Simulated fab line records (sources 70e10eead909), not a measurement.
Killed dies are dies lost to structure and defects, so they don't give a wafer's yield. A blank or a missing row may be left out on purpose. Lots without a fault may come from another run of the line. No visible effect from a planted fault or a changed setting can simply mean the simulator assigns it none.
Which tool was responsible? | flow nand-harc | 14 lots with 42 wafers sampled at 5 steps, on a route of 1302 steps

## WHAT EACH GAUGE READ, for each wafer
NHARC_P_M0_CD_MEAS_09: target cd 90 nm. Usual: 89.9 nm for cd-nm, sd 0.48.
lot  | measured     | on        | cd-nm (nm)     | flag
L414 | day 6 01:14  | cd-sem-02 | 89.5 89.9 89.5 |
L416 | day 6 17:28  | cd-sem-02 | 89.6 89.7 89.7 |
L415 | day 6 18:05  | cd-sem-02 | 90.2 90.0 89.5 |
L417 | day 7 03:53  | cd-sem-01 | 90.0 90.5 90.2 |
L418 | day 7 16:33  | cd-sem-02 | 90.0 90.0 89.8 |
L419 | day 8 01:58  | cd-sem-01 | 90.0 90.1 90.7 |
L420 | day 8 10:40  | cd-sem-03 | 90.1 89.7 90.0 |
L422 | day 9 05:19  | cd-sem-01 | 89.4 89.0 89.5 |
L421 | day 9 05:44  | cd-sem-03 | 90.4 90.9 90.8 |
L424 | day 10 04:11 | cd-sem-03 | 90.2 89.5 89.8 |
L426 | day 10 22:31 | cd-sem-03 | 89.4 89.3 88.8 |
L427 | day 11 12:11 | cd-sem-02 | 89.6 89.6 89.6 |
L436 | day 15 12:32 | cd-sem-03 | 89.9 65.1 90.4 | OFF
L437 | day 15 18:38 | cd-sem-03 | 65.5 90.1 89.8 | OFF

NHARC_P_M0_CD_MEAS_16. Usual: 89.9 nm for cd-nm, sd 0.61.
lot  | measured     | on        | cd-nm (nm)     | flag
L414 | day 6 01:43  | cd-sem-03 | 89.5 88.5 89.1 |
L416 | day 6 17:56  | cd-sem-03 | 89.7 88.9 89.3 |
L415 | day 6 18:34  | cd-sem-02 | 90.8 90.0 89.2 |
L417 | day 7 04:22  | cd-sem-01 | 90.4 90.7 90.2 |
L418 | day 7 17:02  | cd-sem-02 | 89.8 89.7 89.4 |
L419 | day 8 02:30  | cd-sem-03 | 90.4 90.6 90.4 |
L420 | day 8 11:17  | cd-sem-01 | 90.3 90.3 90.1 |
L422 | day 9 05:49  | cd-sem-01 | 89.2 88.8 89.3 |
L421 | day 9 06:16  | cd-sem-01 | 90.0 91.0 90.6 |
L424 | day 10 04:56 | cd-sem-02 | 90.0 90.0 90.6 |
L426 | day 10 23:00 | cd-sem-01 | 89.2 89.3 89.0 |
L427 | day 11 12:40 | cd-sem-02 | 90.0 90.3 89.6 |
L436 | day 15 13:02 | cd-sem-03 | 90.2 65.3 90.3 | OFF
L437 | day 15 19:07 | cd-sem-03 | 66.0 90.6 90.8 | OFF

## TOOL THAT RAN EACH LOT (tool first, then ch and the chambers of the sampled wafers, then the start)
lot  | NHARC_P_CONTACT_ETCH_31                       | NHARC_P_CONTACT_CVD_23                   | NHARC_P_M0_PEB_07
L414 | rie-diel-11 ch 0,1, day 6 01:09 or earlier    | cvd-w-02 ch 0,1, day 6 01:09 or earlier  | litho-track-04 ch 0, day 6 01:09
L416 | rie-diel-11 ch 1,2,3, day 6 17:23 or earlier  | cvd-w-02 ch 0,1, day 6 17:23 or earlier  | litho-track-06 ch 0, day 6 17:23
L415 | rie-diel-12 ch 0,3, day 6 18:01 or earlier    | cvd-w-01 ch 0, day 6 18:01 or earlier    | litho-track-01 ch 0, day 6 18:01
L417 | rie-diel-12 ch 0,2,3, day 7 03:48 or earlier  | cvd-w-01 ch 0,1, day 7 03:48 or earlier  | litho-track-06 ch 0, day 7 03:48
L418 | rie-diel-11 ch 0,1,3, day 7 16:28 or earlier  | cvd-w-01 ch 0,1, day 7 16:28 or earlier  | litho-track-06 ch 0, day 7 16:28
L419 | rie-diel-12 ch 2,3, day 8 01:53 or earlier    | cvd-w-02 ch 0, day 8 01:53 or earlier    | litho-track-06 ch 0, day 8 01:53
L420 | rie-diel-12 ch 1,2,3, day 8 10:35 or earlier  | cvd-w-01 ch 0,1, day 8 10:35 or earlier  | litho-track-01 ch 0, day 8 10:35
L422 | rie-diel-07 ch 1,3, day 9 05:14 or earlier    | cvd-w-02 ch 0,1, day 9 05:14 or earlier  | litho-track-06 ch 0, day 9 05:14
L421 | rie-diel-12 ch 0,1,3, day 9 05:39 or earlier  | cvd-w-02 ch 0,1, day 9 05:39 or earlier  | litho-track-06 ch 0, day 9 05:39
L424 | rie-diel-11 ch 2,3, day 10 04:06 or earlier   | cvd-w-01 ch 0,1, day 10 04:06 or earlier | litho-track-01 ch 0, day 10 04:06
L426 | rie-diel-11 ch 1,2, day 10 22:26 or earlier   | cvd-w-02 ch 0,1, day 10 22:26 or earlier | litho-track-06 ch 0, day 10 22:26
L427 | rie-diel-12 ch 1,2, day 11 12:06 or earlier   | cvd-w-02 ch 0,1, day 11 12:06 or earlier | litho-track-04 ch 0, day 11 12:06
L436 | rie-diel-11 ch 0,1,2, day 15 12:28 or earlier | cvd-w-02 ch 0,1, day 15 12:28 or earlier | litho-track-01 ch 0, day 15 12:28
L437 | rie-diel-12 ch 0,2,3, day 15 18:33 or earlier | cvd-w-02 ch 1, day 15 18:33 or earlier   | litho-track-01 ch 0, day 15 18:33
- NHARC_P_CONTACT_ETCH_31: etches the open film in CH3F/O2, target depth 30 nm, time 85.7 s.
- NHARC_P_CONTACT_CVD_23: deposits W, target thk 200 nm, time 557 s.
- NHARC_P_M0_PEB_07: peb time 65 s.

## WHAT THE TOOLS THEMSELVES READ (means of the sampled wafers that have a number; where no wafer has one, the mark that the record gives instead)
NHARC_P_CONTACT_ETCH_31. Usual: drypump-motor-current-A 5.9 A, standard deviation 0.36; oes-product-au 0.975 a.u., standard deviation 0.012; rf-vpp-V 244.9 V, standard deviation 1.4; showerhead-plenum-p-Torr 2.49 Torr, standard deviation 0.086; throttle-valve-pct 20.662 %, standard deviation 0.0088.
lot  | tool        | drypump-motor-current-A (A) | oes-product-au (a.u.) | rf-vpp-V (V) | showerhead-plenum-p-Torr (Torr) | throttle-valve-pct (%) | flag
L414 | rie-diel-11 | 5.9                         | 0.981                 | 246.2        | 2.59                            | 20.667                 |
L416 | rie-diel-11 | 5.8                         | 0.986                 | 245.1        | 2.51                            | 20.673                 |
L415 | rie-diel-12 | 5.7                         | 0.977                 | 245.0        | 2.48                            | 20.666                 |
L417 | rie-diel-12 | 5.8                         | 0.984                 | 244.4        | 2.45                            | 20.671                 |
L418 | rie-diel-11 | 6.0                         | 0.987                 | 245.4        | 2.52                            | 20.659                 |
L419 | rie-diel-12 | 5.9                         | 0.983                 | 244.2        | 2.41                            | 20.654                 |
L420 | rie-diel-12 | 5.9                         | 0.960                 | 244.3        | 2.44                            | 20.663                 |
L422 | rie-diel-07 | 6.3                         | 0.976                 | 244.0        | 2.48                            | 20.664                 |
L421 | rie-diel-12 | 5.9                         | 0.983                 | 243.7        | 2.47                            | 20.656                 |
L424 | rie-diel-11 | 6.1                         | 0.981                 | 243.5        | 2.44                            | 20.662                 |
L426 | rie-diel-11 | 5.6                         | 0.961                 | 246.1        | 2.58                            | 20.667                 |
L427 | rie-diel-12 | 6.0                         | 0.948                 | 245.9        | 2.49                            | 20.674                 |
L436 | rie-diel-11 | 5.9                         | 0.992                 | 246.1        | 2.58                            | 20.655                 |
L437 | rie-diel-12 | 5.8                         | 0.956                 | 244.3        | 2.44                            | 20.664                 |

NHARC_P_CONTACT_CVD_23. Usual: heater-power-w 456 W, standard deviation 34; throttle-valve-pct 8.0 %, standard deviation 0.33.
lot  | tool     | heater-power-w (W) | throttle-valve-pct (%) | flag
L414 | cvd-w-02 | 464                | 7.9                    |
L416 | cvd-w-02 | 446                | 8.0                    |
L415 | cvd-w-01 | 474                | 8.3                    |
L417 | cvd-w-01 | 428                | 8.0                    |
L418 | cvd-w-01 | 428                | 8.2                    |
L419 | cvd-w-02 | 477                | 7.6                    |
L420 | cvd-w-01 | 449                | 8.3                    |
L422 | cvd-w-02 | 475                | 7.9                    |
L421 | cvd-w-02 | 458                | 7.9                    |
L424 | cvd-w-01 | 466                | 8.0                    |
L426 | cvd-w-02 | 469                | 8.0                    |
L427 | cvd-w-02 | 466                | 7.8                    |
L436 | cvd-w-02 | 473                | 8.3                    |
L437 | cvd-w-02 | 462                | 8.7                    |

NHARC_P_M0_PEB_07. Usual: 156.6 W for heater-power-total-W, sd 0.42.
lot  | tool           | heater-power-total-W (W) | flag
L414 | litho-track-04 | 156.4                    |
L416 | litho-track-06 | 156.5                    |
L415 | litho-track-01 | 156.9                    |
L417 | litho-track-06 | 157.0                    |
L418 | litho-track-06 | 156.5                    |
L419 | litho-track-06 | 156.5                    |
L420 | litho-track-01 | 156.8                    |
L422 | litho-track-06 | 156.7                    |
L421 | litho-track-06 | 156.5                    |
L424 | litho-track-01 | 156.8                    |
L426 | litho-track-06 | 156.4                    |
L427 | litho-track-04 | 156.7                    |
L436 | litho-track-01 | 178.5                    | OFF
L437 | litho-track-01 | 178.0                    | OFF

## THE ANSWER, worked out from the rows above alone
Rule: a lot is off if the mean of its wafers that have a number lies more than 3 standard deviations from the usual mean. A lot without any number at a reading at which 4 lots or more have one is off too. Any other lot the step has rows for is counted as sound. The gauges are gone through in route order, then the tools' own readings, and for those a lot's mean is taken as printed above. At the first step where some lot is off, the reading lying furthest off is the one used; lots without a number count as furthest.
Off, at NHARC_P_M0_CD_MEAS_09 on cd-nm: L436, L437.
If a tool, at a process step before that reading, ran all the lots that are off and no sound lot after the first of them, it fits. The gauges at NHARC_P_M0_CD_MEAS_09 aren't tried: what is off there is off at NHARC_P_M0_PEB_07 too, on other tools, and a gauge's error can't cause that. NHARC_P_CONTACT_ETCH_31: start missing for some lots; hours and lot order therefore follow NHARC_P_M0_PEB_07. NHARC_P_CONTACT_CVD_23: start missing for some lots; hours and lot order therefore follow NHARC_P_M0_PEB_07. 2 tools fit, cvd-w-02 at NHARC_P_CONTACT_CVD_23 and litho-track-01 at NHARC_P_M0_PEB_07, so this cannot tell which one it is.

## WHAT HAD BEEN PUT IN BY THE SIMULATOR
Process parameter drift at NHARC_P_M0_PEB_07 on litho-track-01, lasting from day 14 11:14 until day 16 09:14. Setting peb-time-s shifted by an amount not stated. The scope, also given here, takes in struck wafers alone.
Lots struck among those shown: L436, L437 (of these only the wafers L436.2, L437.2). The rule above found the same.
